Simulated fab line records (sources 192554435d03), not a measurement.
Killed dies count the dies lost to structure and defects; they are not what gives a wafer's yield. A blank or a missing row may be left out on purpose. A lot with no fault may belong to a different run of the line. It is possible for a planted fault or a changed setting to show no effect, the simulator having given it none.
Split-lot experiment || flow n5Finfet || on a route of 1938 steps: 7 lots, 21 wafers read

== SPLIT DETAILS ==
At N5_BEOL_M12_SPUTTER_44 (material Ta, target thk 10 nm, time 16.13 s), the setting timeS was moved away from the recipe's 16.13 s on 4 of the 21 wafers read, by -11.3% to +11.4%. All remaining wafers had this setting at the recipe value.

The reading comes from the split's own step.

== THE READING ==
Ta_of_BEOL_M12_SPUTTER_44.thkNm (the simulator's own value, which no gauge read), in nm, at N5_BEOL_M12_SPUTTER_44 (material Ta, target thk 10 nm, time 16.13 s). No usual value for it is given in the file. Average 9.9 nm, standard deviation 0.14 nm, over the 17 wafers here run with the recipe.

{"wafer": "L074.1", "tool, chamber at the split": "pvdSputter-02, -", "timeS as run, s": 16.13, "against the recipe": "recipe", "Ta_of_BEOL_M12_SPUTTER_44.thkNm, nm": 9.6, "against lot-mates on the recipe": "-"}
{"wafer": "L074.5", "tool, chamber at the split": "pvdSputter-02, -", "timeS as run, s": 16.13, "against the recipe": "recipe", "Ta_of_BEOL_M12_SPUTTER_44.thkNm, nm": 9.8, "against lot-mates on the recipe": "-"}
{"wafer": "L074.6", "tool, chamber at the split": "pvdSputter-02, -", "timeS as run, s": 16.13, "against the recipe": "recipe", "Ta_of_BEOL_M12_SPUTTER_44.thkNm, nm": 10, "against lot-mates on the recipe": "-"}
{"wafer": "L076.4", "tool, chamber at the split": "pvdSputter-03, -", "timeS as run, s": 16.13, "against the recipe": "recipe", "Ta_of_BEOL_M12_SPUTTER_44.thkNm, nm": 10, "against lot-mates on the recipe": "-"}
{"wafer": "L076.5", "tool, chamber at the split": "pvdSputter-03, -", "timeS as run, s": 16.13, "against the recipe": "recipe", "Ta_of_BEOL_M12_SPUTTER_44.thkNm, nm": 9.8, "against lot-mates on the recipe": "-"}
{"wafer": "L076.6", "tool, chamber at the split": "pvdSputter-03, -", "timeS as run, s": 16.8, "against the recipe": "+4.2%", "Ta_of_BEOL_M12_SPUTTER_44.thkNm, nm": 10.4, "against lot-mates on the recipe": "+0.5"}
{"wafer": "L081.3", "tool, chamber at the split": "pvdSputter-01, -", "timeS as run, s": 16.13, "against the recipe": "recipe", "Ta_of_BEOL_M12_SPUTTER_44.thkNm, nm": 10, "against lot-mates on the recipe": "-"}
{"wafer": "L081.5", "tool, chamber at the split": "pvdSputter-01, -", "timeS as run, s": 16.13, "against the recipe": "recipe", "Ta_of_BEOL_M12_SPUTTER_44.thkNm, nm": 9.8, "against lot-mates on the recipe": "-"}
{"wafer": "L081.6", "tool, chamber at the split": "pvdSputter-01, -", "timeS as run, s": 16.13, "against the recipe": "recipe", "Ta_of_BEOL_M12_SPUTTER_44.thkNm, nm": 9.8, "against lot-mates on the recipe": "-"}
{"wafer": "L086.1", "tool, chamber at the split": "pvdSputter-03, -", "timeS as run, s": 16.13, "against the recipe": "recipe", "Ta_of_BEOL_M12_SPUTTER_44.thkNm, nm": 10, "against lot-mates on the recipe": "-"}
{"wafer": "L086.3", "tool, chamber at the split": "pvdSputter-03, -", "timeS as run, s": 16.13, "against the recipe": "recipe", "Ta_of_BEOL_M12_SPUTTER_44.thkNm, nm": 10.2, "against lot-mates on the recipe": "-"}
{"wafer": "L086.6", "tool, chamber at the split": "pvdSputter-03, -", "timeS as run, s": 14.31, "against the recipe": "-11.3%", "Ta_of_BEOL_M12_SPUTTER_44.thkNm, nm": 9, "against lot-mates on the recipe": -1.1}
{"wafer": "L089.1", "tool, chamber at the split": "pvdSputter-02, -", "timeS as run, s": 16.13, "against the recipe": "recipe", "Ta_of_BEOL_M12_SPUTTER_44.thkNm, nm": 10, "against lot-mates on the recipe": "-"}
{"wafer": "L089.2", "tool, chamber at the split": "pvdSputter-02, -", "timeS as run, s": 16.13, "against the recipe": "recipe", "Ta_of_BEOL_M12_SPUTTER_44.thkNm, nm": 10, "against lot-mates on the recipe": "-"}
{"wafer": "L089.4", "tool, chamber at the split": "pvdSputter-02, -", "timeS as run, s": 16.13, "against the recipe": "recipe", "Ta_of_BEOL_M12_SPUTTER_44.thkNm, nm": 9.8, "against lot-mates on the recipe": "-"}
{"wafer": "L090.1", "tool, chamber at the split": "pvdSputter-02, -", "timeS as run, s": 17.97, "against the recipe": "+11.4%", "Ta_of_BEOL_M12_SPUTTER_44.thkNm, nm": 11.2, "against lot-mates on the recipe": "+1.4"}
{"wafer": "L090.5", "tool, chamber at the split": "pvdSputter-02, -", "timeS as run, s": 17.97, "against the recipe": "+11.4%", "Ta_of_BEOL_M12_SPUTTER_44.thkNm, nm": 11.2, "against lot-mates on the recipe": "+1.4"}
{"wafer": "L090.3", "tool, chamber at the split": "pvdSputter-02, -", "timeS as run, s": 16.13, "against the recipe": "recipe", "Ta_of_BEOL_M12_SPUTTER_44.thkNm, nm": 9.8, "against lot-mates on the recipe": "-"}
{"wafer": "L091.2", "tool, chamber at the split": "pvdSputter-02, -", "timeS as run, s": 16.13, "against the recipe": "recipe", "Ta_of_BEOL_M12_SPUTTER_44.thkNm, nm": 9.8, "against lot-mates on the recipe": "-"}
{"wafer": "L091.4", "tool, chamber at the split": "pvdSputter-02, -", "timeS as run, s": 16.13, "against the recipe": "recipe", "Ta_of_BEOL_M12_SPUTTER_44.thkNm, nm": 10, "against lot-mates on the recipe": "-"}
{"wafer": "L091.5", "tool, chamber at the split": "pvdSputter-02, -", "timeS as run, s": 16.13, "against the recipe": "recipe", "Ta_of_BEOL_M12_SPUTTER_44.thkNm, nm": 10, "against lot-mates on the recipe": "-"}

THE FIT
A straight line over all 21 wafers: Ta_of_BEOL_M12_SPUTTER_44.thkNm changes by +0.102 nm for each +1% of timeS; r = +0.95; the points scatter about the line by 0.15 nm.
The same after taking each lot's own level away (the mean of its wafers on the recipe; 21 wafers): +0.114 nm for each +1%; r = +0.98; scatter 0.11 nm.
That fit puts the effect of the largest move of timeS on the reading at 1.3 nm.
The lots' own levels span 9.80 to 10.10 nm, that is 2.2 times the standard deviation above.
So the lot-to-lot level changes the slope: the two fits differ.
Check: +1.28 nm against its lot-mates is what the line predicts for one of the wafers moved furthest among these (+11.4%) when that wafer is left out of the fit. It came out at +1.4 nm against them.

== FILE'S OWN FIT ==
Ta_of_BEOL_M12_SPUTTER_44.thkNm changes by +0.111 nm for each +1% of timeS, r = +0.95.
